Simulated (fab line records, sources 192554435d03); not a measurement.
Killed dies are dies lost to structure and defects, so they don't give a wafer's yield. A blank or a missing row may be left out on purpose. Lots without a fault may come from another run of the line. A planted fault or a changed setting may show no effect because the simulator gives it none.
fab line records | flow n5_finfet | part 1 of 2: steps 1 to 43 of 44
record lots=6 wafers=18 last_day=21
route steps=1938 shown BEOL_M5@1148 BEOL_M15@1830
lots that met no fault: from a run of the same line without faults
start_h: hours from the record's first day to the start of the lot's first wafer shown | wait_h: hours since the lot's step before | " the same as in the row above | L1.1+2: a row that stands for several wafers | - no value, or no start given | * or withheld: withheld | < > ~ a bound
route shown NAME@n: a module of which the file shows steps, and the number in the route of the first | usual: mean/standard deviation of fault-free wafers | same: alike in all rows | chamber/n: place in a boat | sites: the reading at each site | _std_site: their standard deviation | _edge_site: outer sites' mean less inner sites' | radius_mm: how far each site lies from the wafer's centre | mask NAME#n: copy n | behind: the tool/chamber that last shaped the wafer | hold: why the lot was held/for how many hours/how that ended | device: the transistor (n, p or np) that didn't switch | end of line: the same wafers' tests at the end of the route | a step without rows: its recipe alone | killed: dies lost to structure and defects at the first sort, not the wafer's yield | map: a wafer's dies, x killed, . not, _ none there
set.NAME: the setting as run; set.NAME@STEP: as run at that earlier step | model.NAME: the simulator's own value behind a step, which no gauge read
lots at some steps of the route; a table a step, a row a wafer
services: from which hour (start_h, from the record's first day; less than 0 if before it) a tool's chamber was out of use, for how many hours, and why
## steps
# step N5_BEOL_M5_CD_MEAS_28
# recipe target_cd_nm=30.6 landing_energy_ev=500 detector=se_inlens target_cd_y_nm=20 polarity=opening
# usual cd_nm=30.42/0.28
# columns lot.wafer tool chamber start_h wait_h cd_nm
L913.1 cd_sem-02 0 277.26 - 30.08
L913.5 " 0 " " 29.89
L913.6 " 0 " " 30.26
L923.1 cd_sem-03 0 324.82 - 30.43
L923.5 " 0 " " 29.88
L923.6 " 0 " " 30.26
L925.3 cd_sem-02 0 360.17 - 30.32
L925.4 " 0 " " 30.40
L925.5 " 0 " " 30.24
L932.1 cd_sem-02 0 372.71 - 30.57
L932.5 " 0 " " 30.90
L932.6 " 0 " " 30.73
L934.3 cd_sem-02 0 373.25 - 30.51
L934.4 " 0 " " 30.61
L934.6 " 0 " " 30.76
L931.1 cd_sem-03 0 391.69 - 30.44
L931.4 " 0 " " 30.79
L931.5 " 0 " " 30.95
# step N5_BEOL_M5_OVL_MEAS_29
# recipe points_per_wafer=522
# usual V4_OVL=-0.1/0.59
# columns lot.wafer tool chamber start_h wait_h V4_OVL[nm]
L913.1 overlay-02 0 277.29 0.0 -0.7
L913.5 " 0 " " 0.1
L913.6 " 0 " " -0.1
L923.1 overlay-02 0 324.85 0.0 0.5
L923.5 " 0 " " -0.5
L923.6 " 0 " " 0.0
L925.3 overlay-02 0 360.21 0.0 -0.2
L925.4 " 0 " " -0.8
L925.5 " 0 " " -0.6
L932.1 overlay-02 0 372.74 0.0 0.0
L932.5 " 0 " " 0.9
L932.6 " 0 " " -0.6
L934.3 overlay-01 0 373.29 0.0 0.1
L934.4 " 0 " " -0.7
L934.6 " 0 " " -1.1
L931.1 overlay-01 0 391.72 0.0 -0.1
L931.4 " 0 " " -1.2
L931.5 " 0 " " -0.5
# step N5_BEOL_M5_INSPECT_30
# recipe mode=adi inspect_instrument=brightfield
# usual raw_defect_count=396/83
# columns lot.wafer tool chamber start_h wait_h raw_defect_count
L913.1 defect_inspect-01 - 277.35 0.1 398
L913.5 " - " " 355
L913.6 " - " " 367
L923.1 defect_inspect-01 - 324.90 0.1 454
L923.5 " - " " 344
L923.6 " - " " 528
L925.3 defect_inspect-01 - 360.26 0.0 534
L925.4 " - " " 459
L925.5 " - " " 519
L932.1 defect_inspect-02 - 372.80 0.1 362
L932.5 " - " " 389
L932.6 " - " " 451
L934.3 defect_inspect-01 - 373.34 0.0 342
L934.4 " - " " 533
L934.6 " - " " 357
L931.1 defect_inspect-02 - 391.78 0.1 291
L931.4 " - " " 305
L931.5 " - " " 244
# step N5_BEOL_M5_DESCUM_33
# recipe chemistry=O2 time_s=7 source_power_w=50 bias_power_w=20 pressure_mtorr=20 rf_frequency_hz=2.712e+07 temp_c=40 resist=CAR-EUV o2_flow_sccm=225
# step N5_BEOL_M5_ETCH_75
# recipe chemistry=N2/H2 target=underlayer target_depth_a=65 mask_material=CAR-EUV time_s=5.2 ion_energy_ev=200 pressure_mtorr=30 source_w=840 bias_w=150 n2_flow_sccm=200 h2_flow_sccm=200 ends=cleared
# step N5_BEOL_M5_ETCH_67
# recipe chemistry=CF4 target=SiARC target_depth_a=156 mask_material=CAR-EUV time_s=26 ion_energy_ev=80 pressure_mtorr=40 source_w=545 bias_w=36 Ar_flow_sccm=100 cf4_flow_sccm=100 ends=cleared
# step N5_BEOL_M5_ETCH_68
# recipe chemistry=N2/H2 target=SOC target_depth_a=800 overetch_a=160 mask_material=SiARC temp_c=40 time_s=120 ion_energy_ev=200 pressure_mtorr=30 source_w=840 bias_w=150 n2_flow_sccm=200 h2_flow_sccm=200
# step N5_BEOL_M5_STRIP_69
# recipe chemistry=N2/H2 temp_c=40 n2_flow_sccm=200 h2_flow_sccm=200 rf_frequency_hz=6e+07
# step N5_BEOL_M5_STRIP_76
# recipe chemistry=N2/H2 temp_c=40 n2_flow_sccm=200 h2_flow_sccm=200 rf_frequency_hz=6e+07
# step N5_BEOL_M5_VIA_ETCH_34
# recipe chemistry=C4F6/O2 target=SiCOH_lowk target_depth_a=883 mask_material=SOC taper_deg=4 time_s=39.2 ion_energy_ev=250 pressure_mtorr=30 source_w=345 bias_w=185 Ar_flow_sccm=300 C4F6_flow_sccm=10 O2_flow_sccm=10
# step N5_BEOL_M5_STRIP_85
# recipe chemistry=C4F6/O2 resist=SiARC rf_frequency_hz=6e+07
# step N5_BEOL_M5_STRIP_36
# recipe chemistry=N2/H2 power_w=450 temp_c=40 pressure_mtorr=20 rf_frequency_hz=6e+07 overash_fraction=0.3 bias_power_w=7 h2_frac=0.5 n2_flow_sccm=200 h2_flow_sccm=200
# step N5_BEOL_M5_TRENCH_ETCH_37
# recipe chemistry=C4F6/O2 target_depth_a=716.52 target=SiCOH_lowk time_s=24.7 ion_energy_ev=250 pressure_mtorr=30 source_w=345 bias_w=185 Ar_flow_sccm=300 C4F6_flow_sccm=10 O2_flow_sccm=10
# usual drypump_motor_current_A=5.6/0.47 oes_product_au=0.79/0.087 rf_vpp_V=680/18 showerhead_plenum_p_Torr=2.86/0.11 throttle_valve_pct=20.92/0.2
# columns lot.wafer tool chamber start_h wait_h drypump_motor_current_A oes_product_au rf_hours_counter_h rf_vpp_V showerhead_plenum_p_Torr throttle_valve_pct model.etch.depth_nm model.BEOL_M5.feature_depth_nm
L913.1 rie_diel-06 2 277.65 - 5.6 0.69 247 656 2.83 21.03 69.44 69.4
L913.5 " 2 " " 5.5 0.69 - 656 2.83 21.03 69.56 69.6
L913.6 " 1 " " 5.5 0.79 - 675 2.95 20.49 70.05 70
L923.1 rie_diel-02 1 325.20 - 6.4 0.77 121 692 2.97 20.83 69.31 69.4
L923.5 " 3 " " 5.7 0.79 - 716 2.72 21.12 70.51 70.6
L923.6 " 0 " " 4.8 0.92 - 689 3.00 21.03 73.57 73.6
L925.3 rie_diel-06 1 360.56 - 5.6 0.76 138 676 2.93 20.56 70.55 70.6
L925.4 " 2 " " 5.5 0.94 14 654 2.82 20.58 72.8 72.8
L925.5 " 3 " " 6.1 0.90 - 680 2.90 20.96 75.28 75.2
L932.1 rie_diel-05 2 373.17 - 6.1 0.73 183 655 2.97 20.98 71.55 71.6
L932.5 " 2 " " 6.1 0.73 - 655 2.97 20.98 71.08 71
L932.6 " 3 " " 5.7 0.69 - 668 2.70 20.86 69.45 69.4
L934.3 rie_diel-02 1 373.64 - 6.4 0.74 137 691 2.96 20.82 68.72 68.8
L934.4 " 2 " " 5.0 0.89 15 659 2.89 20.56 70.04 70
L934.6 " 0 " " 4.8 0.76 - 689 2.99 21.00 56.34 56.4
L931.1 rie_diel-02 2 392.17 - 5.0 0.89 19 657 2.89 20.57 70.85 70.8
L931.4 " 3 " " 5.7 0.77 140 716 2.72 21.15 70.2 70.2
L931.5 " 1 " " 6.4 0.65 - 693 2.96 20.79 54.01 54
# step N5_BEOL_M5_ETCH_41
# recipe chemistry=CH3F/O2 target=SiCN target_depth_a=315 taper_deg=2 time_s=56.7 ion_energy_ev=120 mask_material=TiN pressure_mtorr=30 source_w=395 bias_w=75 Ar_flow_sccm=150 CH3F_flow_sccm=30 O2_flow_sccm=20
# usual drypump_motor_current_A=5.6/0.47 oes_product_au=0.79/0.088 rf_vpp_V=297.7/1.8 showerhead_plenum_p_Torr=2.01/0.078 throttle_valve_pct=16.33/0.19
# columns lot.wafer tool chamber start_h wait_h drypump_motor_current_A oes_product_au rf_hours_counter_h rf_vpp_V showerhead_plenum_p_Torr throttle_valve_pct
L913.1 rie_diel-06 2 - - 5.5 0.69 247 296.8 1.98 16.42
L913.5 " 2 " " 5.5 0.69 - 295.5 1.98 16.43
L913.6 " 1 " " 5.6 0.78 - 297.6 2.07 15.96
L923.1 rie_diel-02 1 - - 6.4 0.77 121 299.8 2.09 16.23
L923.5 " 3 " " 5.7 0.79 - 295.9 1.91 16.54
L923.6 " 0 " " 4.8 0.92 - 301.7 2.11 16.37
L925.3 rie_diel-06 1 - - 5.6 0.76 138 299.7 2.07 16.04
L925.4 " 2 " " 5.5 0.94 14 296.0 1.98 15.90
L925.5 " 3 " " 6.0 0.88 - 299.1 2.04 16.30
L932.1 rie_diel-05 2 - - 6.1 0.73 183 298.4 2.09 16.36
L932.5 " 2 " " 6.1 0.73 - 298.8 2.09 16.37
L932.6 " 3 " " 5.7 0.69 - 294.4 1.89 16.32
L934.3 rie_diel-02 1 - - 6.4 0.75 137 300.1 2.09 16.26
L934.4 " 2 " " 5.0 0.90 15 297.5 2.04 15.98
L934.6 " 0 " " 4.8 0.89 - 298.2 2.11 16.41
L931.1 rie_diel-02 2 - - 5.0 0.89 20 298.2 2.03 15.99
L931.4 " 3 " " 5.7 0.76 140 296.0 1.91 16.57
L931.5 " 1 " " 6.4 0.75 - 299.6 2.08 16.28
# step N5_BEOL_M5_STRIP_91
# recipe chemistry=N2/H2 time_s=10 power_w=450 temp_c=40 pressure_mtorr=20 rf_frequency_hz=6e+07 bias_power_w=7 n2_flow_sccm=200 h2_flow_sccm=200
# step N5_BEOL_M5_OCD_MEAS_38
# usual trench_depth_nm=71.0/1.9
# columns lot.wafer tool chamber start_h wait_h trench_depth_nm
L913.1 ocd-01 - 277.80 - 69.3
L913.5 " - " " 69.2
L913.6 " - " " 70.2
L923.1 ocd-01 - 325.36 - 69.9
L923.5 " - " " 70.3
L923.6 " - " " 73.7
L925.3 ocd-02 - 360.71 - 70.2
L925.4 " - " " 72.6
L925.5 " - " " 75.4
L932.1 ocd-01 - 373.32 - 71.8
L932.5 " - " " 71.8
L932.6 " - " " 69.6
L934.3 ocd-01 - 373.79 - 69.0
L934.4 " - " " 69.7
L934.6 " - " " 55.5
L931.1 ocd-02 - 392.33 - 70.7
L931.4 " - " " 70.4
L931.5 " - " " 53.8
# step N5_BEOL_M5_HM_STRIP_39
# recipe chemistry=peroxide_tin_strip material=TiN target_depth_a=250 temp_c=50 time_s=158
# step N5_BEOL_M5_SRD_40
# recipe time_s=30 temp_c=23 rinse_liquid=diw dry=ipa_marangoni
# step N5_BEOL_M5_PRECLEAN_42
# recipe chemistry=residue_remover time_s=60 temp_c=40
# step N5_BEOL_M5_SRD_43
# recipe time_s=30 temp_c=23 rinse_liquid=diw dry=ipa_marangoni
# step N5_BEOL_M5_CD_MEAS_35
# recipe target_cd_nm=28 target_cd_y_nm=24 polarity=opening
# usual cd_nm=28.0/0.52
# columns lot.wafer tool chamber start_h wait_h cd_nm
L913.1 cd_sem-03 - 277.96 0.0 27.8
L913.5 " - " " 28.5
L913.6 " - " " 28.7
L923.1 cd_sem-03 - 325.51 0.0 27.3
L923.5 " - " " 27.6
L923.6 " - " " 27.9
L925.3 cd_sem-03 - 360.87 0.0 28.2
L925.4 " - " " 27.2
L925.5 " - " " 27.3
L932.1 cd_sem-02 - 373.47 0.0 27.6
L932.5 " - " " 27.8
L932.6 " - " " 29.1
L934.3 cd_sem-02 - 373.96 0.0 28.4
L934.4 " - " " 28.3
L934.6 " - " " 28.0
L931.1 cd_sem-02 - 392.48 0.0 28.1
L931.4 " - " " 28.6
L931.5 " - " " 27.8
# step N5_BEOL_M5_CURE_80
# recipe temp_c=370 time_s=120 ambient=DMADMS/He material=SiCOH_lowk
# step N5_BEOL_M5_DEGAS_44
# recipe ambient=vacuum temp_c=250 time_s=60
# usual heater_power_w=309/28
# columns lot.wafer tool chamber start_h wait_h heater_power_w
L913.1 pvd_sputter-02 - 279.69 1.6 347
L913.5 " - " " 346
L913.6 " - " " 280
L923.1 pvd_sputter-03 - 325.94 0.3 326
L923.5 " - " " 310
L923.6 " - " " 325
L925.3 pvd_sputter-02 - 364.56 0.2 284
L925.4 " - " " 297
L925.5 " - " " 308
L932.1 pvd_sputter-02 - 374.44 0.3 346
L932.5 " - " " 281
L932.6 " - " " 354
L934.3 pvd_sputter-01 - 376.97 1.7 296
L934.4 " - " " 360
L934.6 " - " " 296
L931.1 pvd_sputter-02 - 393.02 0.3 281
L931.4 " - " " 309
L931.5 " - " " 310
# step N5_BEOL_M5_PRE_CLEAN_45
# recipe gas=H2/He time_s=30 temp_c=250
# step N5_BEOL_M5_ALD_86
# recipe material=TaN target_thk_a=* temp_c=275 ald_precursor_family=PDMAT ald_co_reactant=NH3 pressure_torr=3 carrier_flow_sccm=1500 pulse_time_s=2 purge_time_s=3 co_reactant_purge_time_s=2 co_reactant_pulse_time_s=3 ald_cycles=30 precursor_vessel_temp_c=75 precursor_vessel_pressure_torr=26.25 precursor_vessel_carrier_sccm=1000
# step N5_BEOL_M5_SURFACE_TREAT_87
# recipe gas=Ar time_s=* ion_energy_ev=* ion_current_ma_cm2=0.5 pressure_mtorr=* ar_flow_sccm=30
# usual throttle_valve_pct=*
# columns lot.wafer tool chamber start_h wait_h throttle_valve_pct
L913.1 pvd_sputter-02 - 280.15 0.2 *
L913.5 " - " " *
L913.6 " - " " *
L923.1 pvd_sputter-03 - 326.60 0.4 *
L923.5 " - " " *
L923.6 " - " " *
L925.3 pvd_sputter-02 - 364.95 0.2 *
L925.4 " - " " *
L925.5 " - " " *
L932.1 pvd_sputter-01 - 374.76 0.1 *
L932.5 " - " " *
L932.6 " - " " *
L934.3 pvd_sputter-01 - 377.33 0.2 *
L934.4 " - " " *
L934.6 " - " " *
L931.1 pvd_sputter-02 - 393.36 0.1 *
L931.4 " - " " *
L931.5 " - " " *
# step N5_BEOL_M5_CVD_47
# recipe material=Co target_thk_a=30 temp_c=withheld precursor=CCTBA/H2 pressure_torr=30 time_s=216
# step N5_BEOL_M5_SPUTTER_48
# recipe material=Cu target_thk_a=150 temp_c=-20 chamber_pressure_pa=0.07 power_w=withheld time_s=27.62
# step N5_BEOL_M5_ANNEAL_49
# recipe temp_c=400 time_s=1800 ambient=vacuum
# step N5_BEOL_M5_SPUTTER_81
# recipe material=Cu target_thk_a=150 temp_c=-20 chamber_pressure_pa=0.07 power_w=withheld time_s=27.62
# step N5_BEOL_M5_ANNEAL_82
# recipe temp_c=400 time_s=1800 ambient=vacuum
# step N5_BEOL_M5_SPUTTER_83
# recipe material=Cu target_thk_a=150 temp_c=-20 chamber_pressure_pa=0.07 power_w=withheld time_s=27.62
# step N5_BEOL_M5_ANNEAL_84
# recipe temp_c=400 time_s=1800 ambient=vacuum
# usual heater_power_w=782/69
# columns lot.wafer tool chamber start_h wait_h heater_power_w
L913.1 pvd_sputter-03 - 282.97 0.0 820
L913.5 " - " " 818
L913.6 " - " " 790
L923.1 pvd_sputter-02 - 330.07 0.0 871
L923.5 " - " " 881
L923.6 " - " " 710
L925.3 pvd_sputter-03 - 367.51 0.0 679
L925.4 " - " " 761
L925.5 " - " " 688
L932.1 pvd_sputter-03 - 377.26 0.0 810
L932.5 " - " " 801
L932.6 " - " " 758
L934.3 pvd_sputter-02 - 379.86 0.0 716
L934.4 " - " " 695
L934.6 " - " " 863
L931.1 pvd_sputter-03 - 397.61 0.0 757
L931.4 " - " " 670
L931.5 " - " " 667
# step N5_BEOL_M5_SPUTTER_88
# recipe material=Cu target_thk_a=150 temp_c=-20 chamber_pressure_pa=0.07 power_w=withheld time_s=27.62
# step N5_BEOL_M5_ANNEAL_89
# recipe temp_c=400 time_s=1800 ambient=vacuum
# step N5_BEOL_M5_SPUTTER_90
# recipe material=Cu target_thk_a=45 temp_c=-20 chamber_pressure_pa=0.07 power_w=withheld time_s=8.29
# step N5_BEOL_M5_ECD_50
# recipe material=Cu target_thk_a=3000
# step N5_BEOL_M5_ANNEAL_51
# recipe temp_c=225 time_s=90 ambient=N2
# usual wafer_temp_C_max=226.10/0.25
# columns lot.wafer tool chamber start_h wait_h wafer_temp_C_max
L913.1 rtp_anneal-01 0 285.27 0.1 226.49
L913.5 " 0 " " 226.28
L913.6 " 0 " " 226.29
L923.1 rtp_anneal-01 0 332.37 0.1 226.05
L923.5 " 0 " " 225.71
L923.6 " 0 " " 226.26
L925.3 rtp_anneal-01 0 369.90 0.1 225.86
L925.4 " 0 " " 225.97
L925.5 " 0 " " 226.00
L932.1 rtp_anneal-02 0 379.55 0.1 226.06
L932.5 " 0 " " 226.33
L932.6 " 0 " " 226.17
L934.3 rtp_anneal-02 0 382.25 0.1 225.79
L934.4 " 0 " " 225.74
L934.6 " 0 " " 225.96
L931.1 rtp_anneal-02 0 399.91 0.1 225.74
L931.4 " 0 " " 226.16
L931.5 " 0 " " 226.07
# step N5_BEOL_M5_CMP_52
# recipe stop_on=SiCOH_lowk t_overpolish_s=6.9 down_force_psi=1 platen_rpm=50 clearing_platen_down_force_psi=1.5 clearing_platen_rpm=50 post_cmp_clean=cu_alkaline target_thk_nm=62 clearing_platen_pad_velocity_m_s=0.99484 pad_velocity_m_s=0.99484
# usual barrier_field_endpoint_s=24.6/0.76 head_pressure_psi=1.0003/0.0023 motor_current_A=6.1/0.55 overpolish_run_s=6.900/0.0098 slurry_filter_dp_kPa=13.50/0.12 time_to_endpoint_s=63/3.6
# columns lot.wafer tool chamber start_h wait_h barrier_field_endpoint_s head_pressure_psi motor_current_A overpolish_run_s slurry_filter_dp_kPa time_to_endpoint_s model.Cu_of_BEOL_M5_ECD_50.thk_nm
L913.1 cmp-04 3 285.64 0.3 23.3 0.9986 6.9 6.897 13.67 56 56.8
L913.6 " 1 " " 24.9 1.0007 6.0 6.905 13.54 67 61.2
L913.5 " 2 " " 25.7 0.9987 6.0 6.890 13.52 68 60
L923.1 cmp-01 2 332.70 0.3 23.2 0.9993 6.2 6.897 13.48 61 58.8
L923.6 " 1 " " 24.5 0.9999 5.0 6.900 13.55 60 63.6
L923.5 " 2 " " 23.9 1.0037 5.9 6.899 13.44 59 59.6
L925.3 cmp-04 1 370.15 0.2 26.0 1.0000 6.0 6.899 13.60 68 61
L925.4 " 3 " " 24.3 1.0039 6.5 6.894 13.55 56 59.6
L925.5 " 0 " " 24.3 0.9954 5.6 6.888 13.48 60 62.4
L932.1 cmp-03 2 379.93 0.3 24.9 1.0005 7.1 6.896 13.49 60 61.4
L932.5 " 0 " " 24.8 1.0022 6.6 6.901 13.40 60 61.4
L932.6 " 1 " " 25.1 1.0017 6.6 6.882 13.79 64 61
L934.3 cmp-01 2 382.46 0.2 24.3 1.0050 6.0 6.895 13.48 58 57.4
L934.4 " 1 " " 24.4 1.0014 5.3 6.906 13.57 62 60
L934.6 " 3 " " 25.2 0.9979 5.4 6.892 13.35 64 48.4
L931.4 cmp-03 3 400.21 0.1 23.4 1.0014 6.2 6.897 13.51 57 62
L931.1 " 1 " " 25.1 1.0008 6.7 6.910 13.61 68 61.8
L931.5 " 0 " " 24.6 0.9993 6.4 6.914 13.58 61 44.4
# step N5_BEOL_M5_THK_MEAS_53
# recipe thk_meas_gauge=xrf reads=Cu_of_BEOL_M5_ECD_50
# usual M5_THK=61.6/2.3
# columns lot.wafer tool chamber start_h wait_h M5_THK[nm]
L913.1 film_metro-02 - 285.86 - 56.6
L913.5 " - " " 59.8
L913.6 " - " " 60.7
L923.1 film_metro-02 - 332.96 - 59.1
L923.5 " - " " 59.9
L923.6 " - " " 63.7
L925.3 film_metro-02 - 370.40 - 61.2
L925.4 " - " " 60.1
L925.5 " - " " 63.2
L932.1 film_metro-01 - 380.15 - 61.6
L932.5 " - " " 61.8
L932.6 " - " " 61.0
L934.3 film_metro-02 - 382.75 - 57.4
L934.4 " - " " 59.9
L934.6 " - " " 48.4
L931.1 film_metro-01 - 400.50 - 62.4
L931.4 " - " " 62.6
L931.5 " - " " 44.9
# step N5_BEOL_M5_PRE_CLEAN_77
# recipe gas=NH3/H2 time_s=15 temp_c=* rf_power_w=300
# step N5_BEOL_M5_CO_CAP_78
# recipe material=Co target_thk_a=20 temp_c=200 precursor=CCTBA/H2 pressure_torr=30 time_s=102.1
# step N5_BEOL_M5_RS_MEAS_57
# recipe thk_meas_gauge=four-point-probe reads=Co_of_BEOL_M5_CO_CAP_78+Cu_of_BEOL_M5_ECD_50+Co_of_BEOL_M5_CVD_47+TaN_of_BEOL_M5_ALD_86
# usual M5_RS=0.393/0.017
# columns lot.wafer tool chamber start_h wait_h M5_RS[ohm/sq]
L913.1 film_metro-01 - 286.12 0.0 0.429
L913.5 " - " " 0.401
L913.6 " - " " 0.392
L923.1 film_metro-02 - 333.22 0.0 0.414
L923.5 " - " " 0.406
L923.6 " - " " 0.375
L925.3 film_metro-01 - 370.66 0.1 0.394
L925.4 " - " " 0.406
L925.5 " - " " 0.382
L932.1 film_metro-01 - 380.41 0.0 0.390
L932.5 " - " " 0.391
L932.6 " - " " 0.394
L934.3 film_metro-01 - 383.01 0.1 0.425
L934.4 " - " " 0.402
L934.6 " - " " 0.524
L931.1 film_metro-02 - 400.77 0.1 0.390
L931.4 " - " " 0.387
L931.5 " - " " 0.585
## key
first_sign step=N5_BEOL_M5_OCD_MEAS_38 reading=trench_depth_nm direction=down sigmas=8.7 usual=71.0 struck=54.6
effect step=N5_BEOL_M5_THK_MEAS_53 reading=M5_THK direction=down sigmas=6.6 usual=61.6 struck=46.7
effect step=N5_BEOL_M5_RS_MEAS_57 reading=M5_RS direction=up sigmas=9.5 usual=0.393 struck=0.554
effect step=N5_BEOL_M15_RC_MEAS_101 reading=SERP_M5 direction=up sigmas=6.8 usual=39.0 struck=54.5
model_effect step=N5_BEOL_M5_TRENCH_ETCH_37 value=etch.depth_nm without=70.51 struck=55.18
model_effect step=N5_BEOL_M5_CMP_52 value=Cu_of_BEOL_M5_ECD_50.thk_nm without=61.7 struck=46.4
met_at N5_BEOL_M5_TRENCH_ETCH_37
struck_wafers L931.5,L934.6
sort_left_out L931.5,L934.6
onset_between 325.20 373.64
fault kind=process_parameter_drift tool=rie_diel-02 chamber=- onset_h=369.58 steps=N5_BEOL_M5_TRENCH_ETCH_37 channel=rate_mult offset=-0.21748 shape=step end_h=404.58 scope=struck_wafers_only
# sort_left_out: the simulated sort isn't trusted on such a fault, so these wafers' sort isn't shown, and their yield isn't known
